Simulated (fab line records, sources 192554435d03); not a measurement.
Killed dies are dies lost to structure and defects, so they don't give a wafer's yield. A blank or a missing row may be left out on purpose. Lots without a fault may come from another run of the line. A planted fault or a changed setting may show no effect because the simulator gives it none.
Chamber matching | flow n5_finfet | N5_BEOL_M6_ETCH_66 on rie_diel-06: 4 sister chambers
The step etches SOC in N2/H2, target depth 80 nm, overetch 16 nm, time 120 s. 8 wafers are shown with their chamber, then 7 later ones without.

WAFERS WITH THEIR CHAMBER
wafer  | chamber | showerhead_plenum_p_Torr (Torr) | throttle_valve_pct (%)
L545.1 | 1       | 2.54                            | 17.75
L545.3 | 0       | 2.63                            | 18.21
L545.6 | 1       | 2.54                            | 17.74
L557.2 | 3       | 2.46                            | 17.76
L557.3 | 0       | 2.62                            | 18.24
L557.4 | 2       | 2.44                            | 18.08
L558.1 | 2       | 2.44                            | 18.11
L558.4 | 3       | 2.46                            | 17.76

WAFERS WITHOUT THEIR CHAMBER
wafer  | showerhead_plenum_p_Torr (Torr) | throttle_valve_pct (%)
L558.5 | 2.46                            | 17.77
L559.1 | 2.46                            | 17.76
L559.2 | 2.53                            | 17.78
L559.6 | 2.53                            | 17.78
L560.1 | 2.44                            | 18.10
L560.3 | 2.53                            | 17.78
L560.5 | 2.53                            | 17.78

WHICH CHAMBER EACH WENT THROUGH
wafer  | from the rows above | in truth
L558.5 | 3                   | 3
L559.1 | 3                   | 3
L559.2 | 1                   | 1
L559.6 | 1                   | 1
L560.1 | 2                   | 2
L560.3 | 1                   | 1
L560.5 | 1                   | 1
Placed correctly: 7 of 7. Can't be placed from these rows: 0. Placed wrongly: 0.
How it was worked out, from the rows above alone: a wafer's distance from a chamber is the root of the sum, over the readings, of the square of ((its reading less the chamber's mean) divided by the reading's scatter). The wafer belongs to the nearest chamber; if the next one is less than 2 further off, it can't be placed. A chamber's mean is the mean of its shown wafers. The scatter: the root of (the sum of the squares of (reading less its chamber's mean) over the shown wafers, divided by (wafers less chambers)).
